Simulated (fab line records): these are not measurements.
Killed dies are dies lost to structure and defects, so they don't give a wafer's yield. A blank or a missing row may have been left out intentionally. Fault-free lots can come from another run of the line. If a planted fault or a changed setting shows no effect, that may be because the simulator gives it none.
fab line records	flow n5Finfet
record lots=13	wafers=39	lastDay=19
route steps=1938 shown BEOL_M10@1528 BEOL_M15@1823 PASSIVATION@1936
lots untouched by any fault: they come from a run of this same line in which no faults occurred
startH: the number of hours between the record's first day and the start of the first shown wafer of the lot	waitH: time in hours since the lot's previous step	" the same as in the row above	L1.1+2: a single row standing in for several wafers	- no value present, or no start provided	* or withheld: withheld	< > ~ a bound
route shown NAME@n: names a module that has steps shown in the file, with the first one's number in the route	usual: the fault-free wafers' mean and standard deviation	same: alike in all rows	chamber/n: place in a boat	sites: readings site by site	_std_site: standard deviation across them	_edge_site: the outer-site mean with the inner-site mean subtracted	radiusMm: how far each site lies from the wafer's centre	mask NAME#n: copy n	behind: the most recent tool/chamber to have shaped the wafer	hold: what put the lot on hold/how long, in hours/how the hold closed	device: the transistor (n, p or np) that didn't switch	end of line: the tests these same wafers got at the end of their route	where a step has no rows: the recipe by itself	killed: the dies lost at the first sort to structure and to defects; this is not the yield of the wafer	map: per-die view of a wafer (x killed, . not killed, _ where there is no die)
set.NAME: the setting that was run; set.NAME@STEP: the one run at that earlier step	model.NAME: the simulator's own value behind a step, which no gauge read
route steps across a sampled set of lots; one table per step, one row per wafer
services: a tool's chamber out of use, with start hour (startH, from the record's first day; less than 0 if before it), hours out, and reason
## steps
# step N5_BEOL_M10_ECD_50
# recipe material=Cu	targetThkA=3180
lot.wafer	tool	chamber	startH	waitH
L860.2+5+6	ecdCu-01	1,1,0	257.66	0.1
L861.2+4+5	ecdCu-01	0,1,0	258.42	0.1
L864.1+2+6	ecdCu-01	1,0,1	265.79	0.1
L863.2+3+6	ecdCu-02	1,0,1	266.13	0.1
L866.1+3+6	ecdCu-01	1	279.53	0.1
L868.3+5+6	ecdCu-01	1,1,0	301.21	0.1
L872.2+5+6	ecdCu-02	1,1,0	315.11	0.1
L877.1+2+4	ecdCu-02	1,0,0	357.61	0.1
L875.1+5+6	ecdCu-01	0,0,1	358.15	0.1
L876.3+4+5	ecdCu-02	0,1,1	358.40	0.1
L878.1+3+5	ecdCu-02	0,0,1	367.18	0.1
L882.2+3+6	ecdCu-02	0	391.58	0.1
L883.3+4+5	ecdCu-01	1,0,1	394.94	0.1
# step N5_BEOL_M15_ANNEAL_48
# recipe tempC=225	timeS=90	ambient=N2
# usual annealTempC=225.00/0.18	wafer_temp_C_max=225.87/0.27
lot.wafer	tool	chamber	startH	waitH	annealTempC	wafer_temp_C_max
L861.2	rtpAnneal-01	0	297.10	0.2	225.05	226.03
L861.4	"	0	"	"	224.98	225.70
L861.5	"	0	"	"	224.93	225.94
L860.2	rtpAnneal-01	0	303.28	2.6	224.59	225.77
L860.5	"	0	"	"	224.87	225.67
L860.6	"	0	"	"	224.88	225.61
L864.1	rtpAnneal-01	0	305.79	3.5	224.79	225.71
L864.2	"	0	"	"	224.99	225.47
L864.6	"	0	"	"	224.95	225.42
L863.2	rtpAnneal-01	0	309.70	2.8	225.14	225.95
L863.3	"	0	"	"	225.03	225.99
L863.6	"	0	"	"	225.04	226.08
L866.1	rtpAnneal-02	0	319.07	0.8	225.14	226.28
L866.3	"	0	"	"	224.79	225.81
L866.6	"	0	"	"	225.09	226.05
L868.3	rtpAnneal-01	0	357.09	0.3	224.84	225.93
L868.5	"	0	"	"	224.68	225.76
L868.6	"	0	"	"	224.61	225.69
L872.2	rtpAnneal-02	0	362.75	0.9	225.14	225.84
L872.5	"	0	"	"	225.19	225.75
L872.6	"	0	"	"	224.80	225.78
L877.1	rtpAnneal-01	0	394.15	0.4	225.28	225.58
L877.2	"	0	"	"	225.12	225.47
L877.4	"	0	"	"	225.02	225.53
L876.3	rtpAnneal-01	0	398.03	0.2	225.04	225.91
L876.4	"	0	"	"	224.84	225.38
L876.5	"	0	"	"	224.90	225.75
L875.1	rtpAnneal-01	0	403.25	0.4	225.21	225.69
L875.5	"	0	"	"	224.95	226.25
L875.6	"	0	"	"	225.02	225.62
L878.1	rtpAnneal-01	0	412.25	0.2	224.99	225.71
L878.3	"	0	"	"	225.06	225.74
L878.5	"	0	"	"	224.99	226.27
L882.2	rtpAnneal-02	0	431.44	0.2	225.14	226.36
L882.3	"	0	"	"	225.25	226.21
L882.6	"	0	"	"	225.43	226.28
L883.3	rtpAnneal-01	0	435.36	0.5	225.03	225.92
L883.4	"	0	"	"	224.94	226.16
L883.5	"	0	"	"	224.78	225.79
# step N5_BEOL_M15_RS_MEAS_54
# recipe thkMeasGauge=four-point-probe	reads=Cu_of_BEOL_M15_ECD_47+Ta_of_BEOL_M15_SPUTTER_44+TaN_of_BEOL_M15_SPUTTER_43
# usual M15_RS=0.0218/0.00046
lot.wafer	tool	chamber	startH	waitH	M15_RS[ohm/sq]
L861.2	filmMetro-02	-	297.78	0.1	0.0220
L861.4	"	-	"	"	0.0216
L861.5	"	-	"	"	0.0222
L860.2	filmMetro-02	-	303.99	0.1	0.0220
L860.5	"	-	"	"	0.0218
L860.6	"	-	"	"	0.0223
L864.1	filmMetro-01	-	306.53	0.1	0.0211
L864.2	"	-	"	"	0.0216
L864.6	"	-	"	"	0.0214
L863.2	filmMetro-01	-	310.38	0.1	0.0214
L863.3	"	-	"	"	0.0216
L863.6	"	-	"	"	0.0220
L866.1	filmMetro-02	-	319.80	0.0	0.0213
L866.3	"	-	"	"	0.0213
L866.6	"	-	"	"	0.0211
L868.3	filmMetro-02	-	357.73	0.1	0.0215
L868.5	"	-	"	"	0.0217
L868.6	"	-	"	"	0.0224
L872.2	filmMetro-01	-	363.43	0.1	0.0212
L872.5	"	-	"	"	0.0218
L872.6	"	-	"	"	0.0216
L877.1	filmMetro-02	-	394.87	0.0	0.0211
L877.2	"	-	"	"	0.0217
L877.4	"	-	"	"	0.0225
L876.3	filmMetro-02	-	398.66	0.1	0.0221
L876.4	"	-	"	"	0.0217
L876.5	"	-	"	"	0.0222
L875.1	filmMetro-01	-	403.98	0.0	0.0221
L875.5	"	-	"	"	0.0227
L875.6	"	-	"	"	0.0216
L878.1	filmMetro-02	-	413.00	0.1	0.0230
L878.3	"	-	"	"	0.0223
L878.5	"	-	"	"	0.0223
L882.2	filmMetro-02	-	432.12	0.1	0.0221
L882.3	"	-	"	"	0.0215
L882.6	"	-	"	"	0.0215
L883.3	filmMetro-02	-	436.00	0.1	0.0217
L883.4	"	-	"	"	0.0218
L883.5	"	-	"	"	0.0218
# step N5_PASSIVATION_PROBE_49
# usual defectLimitedYield=91.6/1.4	killed_at_M0_to_M3=35/10	killed_at_M4_up=13/4.8	killedAtContacts=12/7.2	killedAtFrontEnd=36/12	killedAtOther=4/3.1	killedDies=100/17	killedOnRim=13/4.2	killedOpen=66/13	killedShort=32/7.3	sort_bin_4_leakage=0.00/0.0099	sort_bin_5_function=5.0/0.94	sort_bin_6_memory=3.1/0.67	sort_bin_8_speed=0.01/0.047	sortNPass=1080/17	sortYieldPct=91.6/1.4
# same grossDies=1180	killedAtBackSide=0
lot.wafer	tool	chamber	startH	waitH	defectLimitedYield[%]	killed_at_M0_to_M3	killed_at_M4_up	killedAtContacts	killedAtFrontEnd	killedAtOther	killedDies	killedOnRim	killedOpen	killedShort	sort_bin_4_leakage[%]	sort_bin_5_function[%]	sort_bin_6_memory[%]	sort_bin_8_speed[%]	sortNPass	sortYieldPct[%]
L866.1	prober-02	-	342.21	0.0	64.7	15	356	5	31	10	417	60	43	28	0	22.5	11.4	0	763	64.7
L866.3	prober-02	-	342.31	0.1	61.0	38	369	4	43	6	460	57	66	29	0	24.7	11.9	0	720	61.0
L866.6	prober-02	-	342.46	0.3	63.1	34	362	4	34	2	436	57	54	29	0	21.7	12.5	0	744	63.1
L868.3	prober-02	-	371.47	0.1	64.7	23	340	12	40	1	416	51	66	21	0	21.8	10.7	0	764	64.7
L868.5	prober-02	-	371.57	0.2	61.4	33	369	9	38	6	455	66	71	29	0	22.5	14.0	0	725	61.4
L868.6	prober-02	-	371.62	0.3	61.4	18	389	4	43	2	456	70	64	20	0	23.3	13.1	0	724	61.4
L872.5	prober-02	-	377.25	0.5	91.5	42	15	4	38	1	100	9	59	40	0	5.3	2.6	0	1080	91.5
L872.6	prober-02	-	377.30	0.6	92.6	42	9	4	28	4	87	8	61	26	0	4.2	3.1	0	1093	92.6
L877.1	prober-01	-	409.14	0.0	89.8	60	11	14	34	1	120	10	80	40	0	5.7	4.2	0	1060	89.8
L877.2	prober-01	-	409.19	0.1	92.7	29	12	13	32	0	86	15	54	29	0	4.6	2.4	0	1094	92.7
L877.4	prober-01	-	409.29	0.2	89.7	48	22	15	35	1	121	12	94	27	0	5.3	4.5	0	1059	89.7
L876.3	prober-01	-	412.19	0.1	93.0	18	10	12	39	4	83	11	58	25	0	4.7	2.3	0	1097	93.0
L876.4	prober-01	-	412.24	0.2	92.0	33	7	16	35	3	94	6	56	38	0	5.1	2.8	0	1086	92.0
L876.5	prober-01	-	412.29	0.2	94.0	38	8	5	20	0	71	6	41	30	0	3.3	2.5	0	1109	94.0
L875.1	prober-02	-	418.14	0.0	92.6	20	16	19	28	4	87	9	64	20	0	4.3	2.8	0.08	1093	92.6
L875.5	prober-02	-	418.34	0.2	91.3	33	8	12	45	5	103	18	64	36	0	5.2	3.2	0	1077	91.3
L875.6	prober-02	-	418.39	0.3	90.9	33	15	8	39	12	107	17	77	29	0	5.0	3.6	0	1073	90.9
L878.1	prober-02	-	427.98	0.0	92.2	28	12	5	44	3	92	7	61	30	0	5.2	2.0	0	1088	92.2
L878.3	prober-02	-	428.08	0.1	92.0	37	16	13	25	3	94	16	61	33	0	4.9	2.7	0	1086	92.0
L878.5	prober-02	-	428.18	0.2	91.1	23	20	4	56	2	105	14	80	25	0	5.7	3.1	0	1075	91.1
# killed by level:class
L866.1 BEOL_M10:unspecified=344 GATE_CUT:geometricParticle:short=9 STI_FIN_REVEAL:geometricParticle:open=6 BEOL_M0_SAQP:geometricParticle:open=4 BEOL_M2:geometricParticle:open=4 MIM_TOP_ETCH:geometricParticle:open=4 FIN_SAQP:geometricParticle:short=3 MOL_CONTACT_COAG:geometricParticle:open=3
L866.3 BEOL_M10:unspecified=362 STI_FIN_REVEAL:geometricParticle:open=17 BEOL_M0_SAQP:geometricParticle:short=9 BEOL_M2:geometricParticle:open=9 GATE_CUT:geometricParticle:short=6 DUMMY_GATE:geometricParticle:open=5 BEOL_M0_SAQP:geometricParticle:open=5 BEOL_M1:geometricParticle:open=5
L866.6 BEOL_M10:unspecified=353 BEOL_M3:geometricParticle:open=8 DUMMY_GATE:geometricParticle:open=7 GATE_CUT:geometricParticle:short=7 BEOL_M0_SAQP:geometricParticle:short=6 BEOL_M2:geometricParticle:open=5 GATE_CUT:geometricParticle:open=4 BEOL_M0_SAQP:geometricParticle:open=4
L868.3 BEOL_M10:unspecified=328 STI_FIN_REVEAL:geometricParticle:open=15 MOL_CONTACT_COAG:geometricParticle:open=10 BEOL_M2:geometricParticle:open=7 FIN_SAQP:geometricParticle:open=5 FIN_SAQP:geometricParticle:short=4 DUMMY_GATE:geometricParticle:open=4 BEOL_M0:geometricParticle:open=4
L868.5 BEOL_M10:unspecified=353 BEOL_M4:geometricParticle:open=10 STI_FIN_REVEAL:geometricParticle:open=9 BEOL_M1:geometricParticle:open=9 MOL_CONTACT_COAG:geometricParticle:open=8 DUMMY_GATE:geometricParticle:open=6 BEOL_M2:geometricParticle:short=6 FIN_SAQP:geometricParticle:open=5
L868.6 BEOL_M10:unspecified=371 STI_FIN_REVEAL:geometricParticle:open=16 BEOL_M4:geometricParticle:open=13 BEOL_M2:geometricParticle:open=7 FIN_SAQP:geometricParticle:short=5 DUMMY_GATE:geometricParticle:open=4 ILD0:geometricParticle:open=4 FIN_SAQP:geometricParticle:open=3
L872.5 BEOL_M0_SAQP:geometricParticle:short=13 FIN_SAQP:geometricParticle:short=10 BEOL_M4:geometricParticle:open=9 BEOL_M0_SAQP:geometricParticle:open=7 BEOL_M2:geometricParticle:open=7 FIN_SAQP:geometricParticle:open=6 BEOL_M0:geometricParticle:open=5 STARTING-WAFER:geometricParticle:open=5
L872.6 BEOL_M2:geometricParticle:open=19 ILD0:geometricParticle:short=6 BEOL_M0:geometricParticle:open=6 BEOL_M3:geometricParticle:open=6 DUMMY_GATE:geometricParticle:open=5 BEOL_M0_SAQP:geometricParticle:short=4 FIN_SAQP:geometricParticle:open=3 BEOL_M7:geometricParticle:open=3
L877.1 BEOL_M0_SAQP:geometricParticle:open=23 BEOL_M0_SAQP:geometricParticle:short=14 BEOL_M3:geometricParticle:open=11 MOL_CONTACT_COAG:geometricParticle:open=10 STI_FIN_REVEAL:geometricParticle:open=9 BEOL_M3:geometricParticle:short=8 GATE_CUT:geometricParticle:short=5 DUMMY_GATE:geometricParticle:open=4
L877.2 MOL_CONTACT_COAG:geometricParticle:open=11 STI_FIN_REVEAL:geometricParticle:open=10 BEOL_M0_SAQP:geometricParticle:short=10 BEOL_M0_SAQP:geometricParticle:open=5 BEOL_M3:geometricParticle:open=5 STI_FIN_REVEAL:geometricParticle:short=4 FIN_SAQP:geometricParticle:open=3 BEOL_M0:geometricParticle:open=3
L877.4 STI_FIN_REVEAL:geometricParticle:open=15 BEOL_M4:geometricParticle:open=14 MOL_CONTACT_COAG:geometricParticle:open=13 BEOL_M3:geometricParticle:open=12 BEOL_M0_SAQP:geometricParticle:open=10 BEOL_M0_SAQP:geometricParticle:short=9 BEOL_M1:geometricParticle:open=8 FIN_SAQP:geometricParticle:open=5
L876.3 STI_FIN_REVEAL:geometricParticle:open=13 MOL_CONTACT_COAG:geometricParticle:open=8 BEOL_M0_SAQP:geometricParticle:short=5 BEOL_M3:geometricParticle:open=5 GATE_CUT:geometricParticle:short=4 MOL_CONTACT_COAG:geometricParticle:short=4 BEOL_M0_SAQP:geometricParticle:open=4 STI_FIN_REVEAL:geometricParticle:short=3
L876.4 STI_FIN_REVEAL:geometricParticle:open=13 MOL_CONTACT_COAG:geometricParticle:open=12 FIN_SAQP:geometricParticle:short=10 BEOL_M0_SAQP:geometricParticle:short=7 BEOL_M0_SAQP:geometricParticle:open=7 BEOL_M1:geometricParticle:open=5 BEOL_M3:geometricParticle:open=5 GATE_CUT:geometricParticle:short=4
L876.5 BEOL_M0_SAQP:geometricParticle:open=18 BEOL_M0_SAQP:geometricParticle:short=11 FIN_SAQP:geometricParticle:short=5 BEOL_M4:geometricParticle:open=5 STARTING-WAFER:geometricParticle:short=4 BEOL_M2:geometricParticle:open=4 DUMMY_GATE:geometricParticle:open=3 MOL_CONTACT_COAG:geometricParticle:short=3
L875.1 MOL_CONTACT_COAG:geometricParticle:open=15 FIN_SAQP:geometricParticle:open=7 BEOL_M3:geometricParticle:open=7 BEOL_M4:geometricParticle:open=6 STI_FIN_REVEAL:geometricParticle:open=5 BEOL_M0_SAQP:geometricParticle:open=5 SPACER0:geometricParticle:open=4 MOL_CONTACT_COAG:geometricParticle:short=4
L875.5 MOL_CONTACT_COAG:geometricParticle:open=10 BEOL_M2:geometricParticle:open=9 DUMMY_GATE:geometricParticle:open=8 FIN_SAQP:geometricParticle:open=7 FIN_SAQP:geometricParticle:short=7 BEOL_M1:geometricParticle:open=6 BEOL_M3:geometricParticle:open=6 GATE_CUT:geometricParticle:short=5
L875.6 BEOL_M2:geometricParticle:open=10 STARTING-WAFER:geometricParticle:open=8 STI_FIN_REVEAL:geometricParticle:open=7 MOL_CONTACT_COAG:geometricParticle:open=7 BEOL_M4:geometricParticle:open=6 FIN_SAQP:geometricParticle:open=5 FIN_SAQP:geometricParticle:short=4 BEOL_M0_SAQP:geometricParticle:short=4
L878.1 BEOL_M2:geometricParticle:open=12 STI_FIN_REVEAL:geometricParticle:open=10 GATE_CUT:geometricParticle:short=8 BEOL_M0_SAQP:geometricParticle:open=6 DUMMY_GATE:geometricParticle:open=5 FIN_SAQP:geometricParticle:short=4 MOL_CONTACT_COAG:geometricParticle:open=4 GATE_CUT:geometricParticle:open=4
L878.3 BEOL_M2:geometricParticle:open=10 MOL_CONTACT_COAG:geometricParticle:open=9 STI_FIN_REVEAL:geometricParticle:open=7 BEOL_M0_SAQP:geometricParticle:open=7 GATE_CUT:geometricParticle:short=5 BEOL_M4:geometricParticle:open=5 MOL_CONTACT_COAG:geometricParticle:short=4 BEOL_M0_SAQP:geometricParticle:short=4
L878.5 STI_FIN_REVEAL:geometricParticle:open=23 BEOL_M4:geometricParticle:open=12 FIN_SAQP:geometricParticle:open=11 BEOL_M0_SAQP:geometricParticle:open=7 STI_FIN_REVEAL:geometricParticle:short=5 GATE_CUT:geometricParticle:short=4 BEOL_M0_SAQP:geometricParticle:short=4 BEOL_M2:geometricParticle:open=4
## services
tool	chamber	startH	hours	kind
ecdCu-02	-	281.33	5.5	pm
rtpAnneal-02	-	294.48	22.1	pm
## key
firstSign step=N5_PASSIVATION_PROBE_49	reading=killed_at_M4_up	direction=up	sigmas=74	usual=13	struck=364
effect step=N5_PASSIVATION_PROBE_49	reading=defectLimitedYield	direction=down	sigmas=20	usual=91.6	struck=62.7
moreKillsBornAt N5_BEOL_M10_ECD_50@ecdCu-01=2111
metAt N5_BEOL_M10_ECD_50
struckLots L866,L868
notActingAt N5_BEOL_M15_ANNEAL_48,N5_BEOL_M15_RS_MEAS_54
onsetBetween 265.79 279.53
fault kind=chamberParticleSource	tool=ecdCu-01	chamber=-	onsetH=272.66	steps=N5_BEOL_M10_ECD_50	ratePerVisitCm2=0.69457	endH=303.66
